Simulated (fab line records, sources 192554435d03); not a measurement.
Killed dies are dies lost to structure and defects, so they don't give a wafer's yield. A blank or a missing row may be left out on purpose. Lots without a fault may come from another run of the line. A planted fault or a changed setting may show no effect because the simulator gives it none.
Which tool did it? | flow n5_finfet | 11 lots, 32 wafers sampled, at 5 steps of a route of 1938

WHAT THE GAUGES READ, wafer by wafer
N5_BEOL_M10_THK_MEAS_53: measures by xrf.
lot  | measured     | on            | M10_THK (nm)
L606 | day 10 02:01 | film_metro-01 | 137.1 137.2 136.8
L610 | day 11 03:25 | film_metro-02 | 136.3 140.2 137.1
L611 | day 11 16:38 | film_metro-02 | 141.7 142.2 143.4
L612 | day 11 21:56 | film_metro-01 | 136.8 141.0 142.3
L613 | day 12 03:16 | film_metro-01 | 141.8 134.8 141.9
L617 | day 13 01:20 | film_metro-01 | 138.5 142.6 141.4
L616 | day 13 01:36 | film_metro-01 | 136.6 137.5 136.8
L619 | day 14 05:26 | film_metro-02 | 137.9 144.3
L621 | day 14 06:56 | film_metro-02 | 142.8 139.0 141.5
L623 | day 14 12:40 | film_metro-02 | 140.1 145.6 143.1
L628 | day 15 10:28 | film_metro-02 | 139.8 138.1 138.5

N5_BEOL_M10_RS_MEAS_57: measures by four-point-probe.
lot  | measured     | on            | M10_RS (ohm/sq)
L606 | day 10 02:09 | film_metro-01 | 0.153 0.152 0.153
L610 | day 11 03:32 | film_metro-02 | 0.154 0.149 0.152
L611 | day 11 16:48 | film_metro-01 | 0.148 0.149 0.147
L612 | day 11 22:04 | film_metro-01 | 0.153 0.149 0.146
L613 | day 12 03:24 | film_metro-02 | 0.148 0.155 0.147
L617 | day 13 01:28 | film_metro-01 | 0.152 0.147 0.148
L616 | day 13 01:44 | film_metro-02 | 0.152 0.151 0.151
L619 | day 14 05:34 | film_metro-02 | 0.152 0.144
L621 | day 14 07:04 | film_metro-01 | 0.147 0.150 0.148
L623 | day 14 12:47 | film_metro-01 | 0.149 0.144 0.146
L628 | day 15 10:37 | film_metro-02 | 0.150 0.153 0.152

N5_BEOL_M11_THK_MEAS_01.
lot  | measured     | on            | M11_ILD_THK (nm)
L606 | day 10 02:49 | film_metro-01 | 267 273 272
L610 | day 11 04:12 | film_metro-01 | 267 262 274
L611 | day 11 17:56 | film_metro-02 | 269 268 266
L612 | day 11 22:43 | film_metro-01 | 268 265 270
L613 | day 12 05:29 | film_metro-02 | 270 272 275
L617 | day 13 02:07 | film_metro-01 | 271 274 269
L616 | day 13 02:58 | film_metro-02 | 263 265 268
L619 | day 14 06:14 | film_metro-02 | 266 308
L621 | day 14 07:52 | film_metro-02 | 269 306 274
L623 | day 14 13:27 | film_metro-01 | 268 271 274
L628 | day 15 11:16 | film_metro-01 | 273 276 269

WHICH TOOL RAN EACH LOT (tool, then ch and the chambers of the sampled wafers, then the start)
lot  | N5_BEOL_M10_PRE_CLEAN_45     | N5_BEOL_M11_ILD_DEP_00
L606 | pvd_sputter-02, day 10 00:10 | pecvd-04 ch 0,2, day 10 02:13
L610 | pvd_sputter-02, day 11 01:20 | pecvd-04 ch 0,2, day 11 03:36
L611 | pvd_sputter-03, day 11 15:11 | pecvd-04 ch 0,1,2, day 11 16:52
L612 | pvd_sputter-01, day 11 20:25 | pecvd-03 ch 0,2, day 11 22:08
L613 | pvd_sputter-01, day 12 00:14 | pecvd-03 ch 0,2, day 12 03:28
L617 | pvd_sputter-02, day 13 00:00 | pecvd-04 ch 0,1,2, day 13 01:32
L616 | pvd_sputter-02, day 13 00:05 | pecvd-03 ch 0,2, day 13 01:48
L619 | pvd_sputter-02, day 14 03:34 | pecvd-03 ch 1,2, day 14 05:38
L621 | pvd_sputter-02, day 14 04:46 | pecvd-03 ch 0,1, day 14 07:08
L623 | pvd_sputter-02, day 14 10:57 | pecvd-04 ch 1,2, day 14 12:52
L628 | pvd_sputter-03, day 15 07:56 | pecvd-04 ch 0,2, day 15 10:40
- N5_BEOL_M10_PRE_CLEAN_45: time 30 s.
- N5_BEOL_M11_ILD_DEP_00: deposits SiCOH lowk from DEMS/porogen, target thk 308.51 nm, time 58 s.

WHAT THE TOOLS THEMSELVES READ (means of the sampled wafers that have a number; where no wafer has one, the mark that the record gives instead)
N5_BEOL_M10_PRE_CLEAN_45.
lot  | tool           | heater_power_w (W)
L606 | pvd_sputter-02 | 333
L610 | pvd_sputter-02 | 314
L611 | pvd_sputter-03 | 317
L612 | pvd_sputter-01 | 374
L613 | pvd_sputter-01 | 351
L617 | pvd_sputter-02 | 327
L616 | pvd_sputter-02 | 343
L619 | pvd_sputter-02 | 316
L621 | pvd_sputter-02 | 351
L623 | pvd_sputter-02 | 358
L628 | pvd_sputter-03 | 300

N5_BEOL_M11_ILD_DEP_00.
lot  | tool     | chamber_pressure_Torr (Torr) | heater_power_w (W) | run_length_s (s) | showerhead_plenum_p_Torr (Torr) | throttle_valve_pct (%)
L606 | pecvd-04 | 4.997                        | 343                | 101.4            | 5.726                           | 13.8
L610 | pecvd-04 | 4.998                        | 324                | 101.6            | 5.723                           | 13.7
L611 | pecvd-04 | 5.004                        | 361                | 101.2            | 5.717                           | 14.2
L612 | pecvd-03 | 4.994                        | 359                | 100.7            | 5.734                           | 13.3
L613 | pecvd-03 | 5.006                        | 325                | 100.2            | 5.730                           | 13.4
L617 | pecvd-04 | 4.990                        | 342                | 101.2            | 5.723                           | 14.4
L616 | pecvd-03 | 4.996                        | 398                | 100.9            | 5.745                           | 12.8
L619 | pecvd-03 | 5.004                        | 345                | 105.0            | 5.746                           | 13.1
L621 | pecvd-03 | 4.996                        | 317                | 103.7            | 5.734                           | 13.8
L623 | pecvd-04 | 4.986                        | 328                | 101.2            | 5.722                           | 14.4
L628 | pecvd-04 | 5.011                        | 341                | 102.1            | 5.718                           | 14.0

THE ANSWER, worked out from the rows above alone
Rule: what is usual is taken from the lots themselves. Put in order of their means at a reading, lots are off if they are a third of the lots or fewer, leave a main group of 4 or more, and stand apart from it by a gap of 3 or more times the standard deviation of the main group's means; of several such gaps the widest counts. A main group whose means are all the same, to the digits that the tables above print for the reading, isn't used. A lot without any number at a reading at which 4 lots or more have one is off too. The other lots that the step has rows for count as sound. The gauges are gone through in route order, then the tools' own readings, and for those a lot's mean is taken as printed above. The first step at which some lot is off is used, and at that step the reading that is off furthest; a lot without a number counts as furthest.
Off: L619, L621, at N5_BEOL_M11_THK_MEAS_01 (M11_ILD_THK). The main group: mean 270 nm, standard deviation 2.4.
A tool fits if, at a process step before that reading, it ran every lot that is off, and no sound lot after the first of them. The gauges at N5_BEOL_M11_THK_MEAS_01 aren't tried: what is off there is off at N5_BEOL_M11_ILD_DEP_00 too, on other tools, and a gauge's error can't cause that. One fits: pecvd-03 at N5_BEOL_M11_ILD_DEP_00. Its last sound lot is L616 (day 13 01:48), its first lot that is off L619 (day 14 05:38): a fault that began between those two fits.
The tool's own readings at N5_BEOL_M11_ILD_DEP_00 bear it out: on the lots that are off they differ by more than 5 times the standard deviation of the sound lots' means. run_length_s reads 104.3 s there against 101.2 s on the sound lots.

WHAT THE SIMULATOR HAD PUT IN
Process parameter drift: pecvd-03, from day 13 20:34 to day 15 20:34, at N5_BEOL_M11_ILD_DEP_00. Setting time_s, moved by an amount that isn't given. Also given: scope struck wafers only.
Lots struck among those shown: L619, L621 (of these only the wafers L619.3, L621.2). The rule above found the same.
